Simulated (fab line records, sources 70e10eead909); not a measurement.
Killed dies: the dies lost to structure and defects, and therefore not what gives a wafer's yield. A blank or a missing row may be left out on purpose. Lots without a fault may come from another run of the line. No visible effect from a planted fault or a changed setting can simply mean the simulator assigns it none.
Matching of chambers / flow nandHarc / NHARC_A_STAIRCASE_DESCUM_270 on rieDiel-09 has 4 sister chambers
The step chemistry O2, time 3 s. 4 wafers are shown with their chamber, then 7 later ones without.

== WAFERS PAIRED WITH THEIR CHAMBERS ==
wafer=L083.1; chamber=1; showerheadPlenumPTorr (Torr)=1.93
wafer=L083.3; chamber=2; showerheadPlenumPTorr (Torr)=1.99
wafer=L088.1; chamber=3; showerheadPlenumPTorr (Torr)=1.82
wafer=L088.4; chamber=0; showerheadPlenumPTorr (Torr)=2.04

== WAFERS MISSING THEIR CHAMBER ==
wafer=L088.5; showerheadPlenumPTorr (Torr)=1.82
wafer=L093.3; showerheadPlenumPTorr (Torr)=2.03
wafer=L093.4; showerheadPlenumPTorr (Torr)=1.82
wafer=L093.6; showerheadPlenumPTorr (Torr)=1.92
wafer=L095.2; showerheadPlenumPTorr (Torr)=1.82
wafer=L095.3; showerheadPlenumPTorr (Torr)=2.03
wafer=L095.6; showerheadPlenumPTorr (Torr)=1.92

== EACH ONE'S CHAMBER ==
wafer=L088.5; from the rows above=3; in truth=3
wafer=L093.3; from the rows above=0; in truth=0
wafer=L093.4; from the rows above=3; in truth=3
wafer=L093.6; from the rows above=1; in truth=1
wafer=L095.2; from the rows above=3; in truth=3
wafer=L095.3; from the rows above=0; in truth=0
wafer=L095.6; from the rows above=1; in truth=1
7 of 7 placed correctly. Number that these rows cannot place: 0. Placed wrongly: 0.
How it was worked out, from the rows above alone: a wafer's distance from a chamber is the root of the sum, over the readings, of the square of ((its reading less the chamber's mean) divided by the reading's scatter). If the next closest chamber is less than 2 further off than the closest, the wafer can't be placed; otherwise it belongs to the closest. A chamber's mean is the mean of its shown wafers. The scatter: root of mean squared gap, hidden wafer to nearest shown wafer, with one shown wafer a chamber.
